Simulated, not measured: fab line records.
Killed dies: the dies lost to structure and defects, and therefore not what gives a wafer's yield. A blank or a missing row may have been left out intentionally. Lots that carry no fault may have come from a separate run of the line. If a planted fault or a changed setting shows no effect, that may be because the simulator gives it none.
Comparing a struck lot with a sound one	flow nandHarc	14 out of 1159 route steps
Sound: wafers L847.1, L847.4, L847.5. Struck: wafer L865.1. The cause is named last.
Per side, at each step with rows, come the tool, then ch with its chambers, and then its first start. Under that, the readings that differ: sound wafers	struck wafers	difference of the means	sigmas: that difference in standard deviations of wafers without a fault.
alike: same words and numbers on both sides, and readings whose means sit less than 2 such deviations apart. not compared: any withheld reading, any reading some wafer has no value for, any bound like >300 that may hide the same value, and any number with overlapping values for which the record gives no deviation.
The two part at a step that has a row with sigmas, a row that says differs or no value, or rows on one side only. Non-overlapping numbers with no deviation appear without sigmas and do not part them. A reading missing from all wafers of one side parts the sides only when that side holds two or more wafers.

NHARC_A_BLC_DESCUM_15: chemistry O2, time 3 s.
  sound on rieDiel-01 ch 0,1,3, day 17 12:34; struck on rieDiel-01 ch 3, day 23 01:53
  alike: drypumpMotorCurrentA, oesProductAu, rfVppV, showerheadPlenumPTorr, throttleValvePct
  not compared: rfHoursCounterH
then, 2 steps without rows for these wafers: NHARC_A_BLC_ETCH_16 (etches the open film in CF4, target depth 39 nm, time 65 s); NHARC_A_BLC_ETCH_17 (etches the open film in N2/H2, target depth 390 nm, time 609.38 s).
NHARC_A_BLC_ETCH_18: etches the open film in C4F8/O2/Ar, target depth 910 nm.
  sound on rieDiel-01 ch 0,1,2; struck on rieDiel-01 ch 3
reading	sound	struck	difference	sigmas
rfVppV (V)	988 988 975	970	-14	-2
  alike: oesProductAu
  not compared: rfHoursCounterH
NHARC_A_BLC_CD_MEAS_19:
  sound: cdSem-03 at day 17 13:35; struck: cdSem-02 at day 23 03:40
  alike: cdNm
NHARC_A_BLC_STRIP_29: strips in CF4.
  sound on rieDiel-10 ch 0,2,3, day 17 13:40; struck on rieDiel-01 ch 3, day 23 03:44
  alike: drypumpMotorCurrentA, oesProductAu, rfVppV, showerheadPlenumPTorr, throttleValvePct
  not compared: rfHoursCounterH
NHARC_A_BLC_STRIP_21: strips in O2.
  sound on rieDiel-10 ch 0,1,2, day 17 13:47; struck on rieDiel-01 ch 3, day 23 04:14
  alike: drypumpMotorCurrentA, oesProductAu, rfVppV, showerheadPlenumPTorr, throttleValvePct
  not compared: rfHoursCounterH
then, 4 steps without rows for these wafers: NHARC_A_BLC_STRIP_22 (strips in post etch residue remover, time 600 s); NHARC_A_BLC_DEGAS_30 (time 60 s); NHARC_A_BLC_PRE_CLEAN_31 (time 15 s); NHARC_A_BLC_PVD_32 (deposits Ti, target thk 5 nm, time 17.7 s).
NHARC_A_BLC_ALD_23: deposits TiN, target thk 3 nm, pulse time 1 s, ald cycles 150.
  sound on aldMetal-04 ch 1,3, day 17 14:26; struck on aldMetal-04 ch 0, day 23 04:55
reading	sound	struck	difference	sigmas
aldCycles	150 150 150	77	-73	
heaterPowerW (W)	1157 1014 1170	878	-236	-2
  alike: precursorPulseHeightRel
NHARC_A_BLC_CVD_24: deposits W, target thk 150 nm, time 434 s.
  sound on cvdW-01 ch 0,1; struck on cvdW-02 ch 1
  alike: heaterPowerW, throttleValvePct
NHARC_END_SORT_01:
  only the struck wafers appear in the record here, on prober-01 ch 0 at day 25 03:33; the sound ones have no rows

## WHERE THEY PART
At NHARC_A_BLC_ETCH_18 first; at NHARC_END_SORT_01 last (within this record only).

WHY: whatever the simulator had introduced
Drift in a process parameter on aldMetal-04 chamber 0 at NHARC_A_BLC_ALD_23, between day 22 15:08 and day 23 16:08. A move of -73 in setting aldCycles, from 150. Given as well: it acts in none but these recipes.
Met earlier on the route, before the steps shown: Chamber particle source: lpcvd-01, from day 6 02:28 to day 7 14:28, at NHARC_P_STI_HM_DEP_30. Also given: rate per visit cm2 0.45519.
